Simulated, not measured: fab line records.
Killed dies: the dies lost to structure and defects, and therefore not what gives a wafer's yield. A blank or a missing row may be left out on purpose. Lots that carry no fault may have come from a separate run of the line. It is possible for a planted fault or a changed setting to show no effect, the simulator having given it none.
Problem report, 8D (eight disciplines) form, completed by code + flow n5 finfet + the parts of the form that need people (team, actions taken, sign-off) are left out

## 1. THE PROBLEM
A mean of 303.69 C is read at N5_BEOL_M5_ILD_DEP_00 for susceptor temp C, taken on 1 wafer of 1 lot, against 299.98 C (standard deviation 0.2) on wafers free of any fault. Measured from the usual mean, that is +19 standard deviations.
The step: deposits SiCOH lowk from DEMS/porogen, target thk 140.64 nm, time 25.9 s.
Seen first at day 14 10:48 on pecvd-02, wafer L880.1. Wafers with a number at this step in the record: 31, from 13 lots. Rule for "out" (also "out of limits"): further than 4 standard deviations from the usual mean. The other wafers with a number count as sound.

## 2. WHAT IT IS; WHAT IT IS NOT
| question                    | is                | is not                                                                       |
|-----------------------------|-------------------|------------------------------------------------------------------------------|
| which readings at this step | susceptor temp C  | heater power w, rf fwd power W, showerhead plenum p Torr, throttle valve pct |
| which lots                  | L880              | L864, L865, L867, L868, L869, L870, L871, L872, L873, L874, L876, L887       |
| which wafers of those lots  | L880.1            | L880.2, L880.4                                                               |
| read on which tools         | pecvd-02          | pecvd-03, pecvd-04                                                           |
| when                        | from day 14 10:48 | up to then (28 sound wafers); but 2 sound wafers of L887 came after          |

## 3. SUSPECTS, AND WHAT RULES EACH OUT
Counting: a tool at a process step up to the reading stays a suspect if it ran every lot that is out. Sound lots after the first of them don't rule it out here, since some wafers of a struck lot are sound.
- pvd sputter-03 at N5_BEOL_M4_SPUTTER_88 (material Cu, target thk 4.5 nm, time 8.29 s): kept. L880, the lot that is out, went through it at day 14 07:52; up to then, the latest sound lot through it was L876 at day 12 10:08.
- pvd sputter-03 at N5_BEOL_M4_SPUTTER_96 (material Cu, target thk 4.5 nm, time 8.29 s): kept. L880, the lot that is out, went through it at day 14 08:44; up to then, the latest sound lot through it was L876 at day 12 11:01.
- pecvd-02 at N5_BEOL_M5_ILD_DEP_00 (deposits SiCOH lowk from DEMS/porogen, target thk 140.64 nm, time 25.9 s): kept. L880, the lot that is out, went through it at day 14 10:48; up to then, the latest sound lot through it was L876 at day 12 13:07. Its own readings are out on those wafers: susceptor temp C.
- In pecvd-02 at N5_BEOL_M5_ILD_DEP_00, the wafers that are out were processed in chamber 1 and their sound lot-mates in chambers 0, 2.
Left after counting: pvd sputter-03 at N5_BEOL_M4_SPUTTER_88, pvd sputter-03 at N5_BEOL_M4_SPUTTER_96, pecvd-02 at N5_BEOL_M5_ILD_DEP_00.

## 4. THE CAUSE (what the simulator had put in)
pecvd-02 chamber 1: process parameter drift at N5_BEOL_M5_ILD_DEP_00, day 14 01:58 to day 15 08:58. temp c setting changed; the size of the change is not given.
Counting left 3 suspects, and this tool is among them.

## 5. THE CHAIN OF EFFECTS, in route order
Each row: a reading whose mean over the struck wafers that have a number lies more than 3 standard deviations from the usual. Readings are gone through only where the record gives a usual standard deviation; hours: the median, over the lots, of the time from a lot's start at the first step in this table giving one to that lot's start at this step; sigmas: the change measured in usual standard deviations.
| hours | step                  | reading          | usual    | on struck wafers | change | sigmas |
|-------|-----------------------|------------------|----------|------------------|--------|--------|
| 0     | N5_BEOL_M5_ILD_DEP_00 | susceptor temp C | 299.98 C | 303.69           | +3.71  | +19    |
Process steps it contains:
- N5_BEOL_M5_ILD_DEP_00: deposits SiCOH lowk from DEMS/porogen, target thk 140.64 nm, time 25.9 s.
Later steps that measure or inspect, where all struck wafers having a row at the step show a number for every such reading and not one has moved that far: N5_BEOL_M5_THK_MEAS_01.

## 6. WHAT WOULD HAVE CAUGHT IT SOONER
In this record the first reading out of limits was taken at day 14 10:48, 9 hours after the fault began at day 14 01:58.
